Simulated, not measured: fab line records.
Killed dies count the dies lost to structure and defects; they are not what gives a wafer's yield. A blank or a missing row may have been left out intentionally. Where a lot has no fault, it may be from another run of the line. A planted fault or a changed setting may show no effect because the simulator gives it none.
Chamber matching -- flow n5_finfet -- N5_ZERO_LAYER_PECVD_02 on pecvd-02: 3 sister chambers
The step deposits SiO2 from SiH4/N2O, target thk 10 nm, time 6 s. 6 wafers are shown with their chamber, then 7 later ones without.

== WAFERS, EACH WITH ITS CHAMBER ==
wafer,chamber,showerhead_vpp_V (V),showerhead_plenum_p_Torr (Torr)
L079.1,2,1045,8.04
L081.4,2,1035,8.02
L081.5,0,963,8.07
L082.1,0,944,8.05
L091.2,1,948,8.14
L091.4,1,948,8.14

== WAFERS MISSING THEIR CHAMBER ==
wafer,showerhead_vpp_V (V),showerhead_plenum_p_Torr (Torr)
L091.5,1035,8.04
L092.1,934,8.11
L092.2,933,8.08
L092.3,1041,8.06
L095.3,949,8.06
L095.4,1050,8.04
L095.5,946,8.08

== THE CHAMBER EACH PASSED THROUGH ==
wafer,from the rows above,in truth
L091.5,2,2
L092.1,can't be placed: 1 or 0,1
L092.2,0,0
L092.3,2,2
L095.3,0,0
L095.4,2,2
L095.5,0,0
Correct placement for 6 of the 7. Cannot be placed on the basis of these rows: 1; the candidates contain the true chamber in 1. 0 placed wrongly.
How it was worked out, from the rows above alone: a wafer's distance from a chamber is the root of the sum, over the readings, of the square of ((its reading less the chamber's mean) divided by the reading's scatter). If the next closest chamber is less than 2 further off than the closest, the wafer can't be placed; otherwise it belongs to the closest. A chamber's mean is the mean of its shown wafers. The scatter: the root of (the sum of the squares of (reading less its chamber's mean) over the shown wafers, divided by (wafers less chambers)).
